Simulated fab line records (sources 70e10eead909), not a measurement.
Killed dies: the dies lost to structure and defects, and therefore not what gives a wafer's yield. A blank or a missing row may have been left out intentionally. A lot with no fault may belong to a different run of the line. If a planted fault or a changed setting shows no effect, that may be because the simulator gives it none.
Chamber matching ; flow nand harc ; NHARC_A_CHANNEL_FILL_D2_ALD_02 on ald hk-01: 4 sister chambers
The step deposits SiO2, target thk 6 nm, pulse time 10 s, ald cycles 60. 4 wafers are shown with their chamber, then 7 later ones without.

WAFERS, EACH WITH ITS CHAMBER
wafer;chamber;heater power w (W)
L080.5;2;499
L086.2;3;443
L086.5;0;501
L087.5;1;450

WAFERS WITH NO CHAMBER GIVEN
wafer;heater power w (W)
L087.6;518
L088.1;443
L088.5;493
L088.6;459
L093.1;478
L093.2;512
L093.4;489

WHICH CHAMBER EACH ONE RAN IN
wafer;from the rows above;in truth
L087.6;can't be placed: 0 or 2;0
L088.1;can't be placed: 3 or 1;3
L088.5;can't be placed: 2 or 0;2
L088.6;can't be placed: 1 or 3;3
L093.1;can't be placed: 2 or 0 or 1 or 3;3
L093.2;can't be placed: 0 or 2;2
L093.4;can't be placed: 2 or 0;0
Correct placement for 0 of the 7. Can't be placed from these rows: 7 (the true chamber is among the candidates in 7). Placed wrongly: 0.
How it was worked out, from the rows above alone: a wafer's distance from a chamber is the root of the sum, over the readings, of the square of ((its reading less the chamber's mean) divided by the reading's scatter). If the next closest chamber is less than 2 further off than the closest, the wafer can't be placed; otherwise it belongs to the closest. Each chamber's mean is taken over the wafers shown for it. The scatter: with one shown wafer a chamber, the root of the mean of the squares of how far each hidden wafer lies from its nearest shown one.
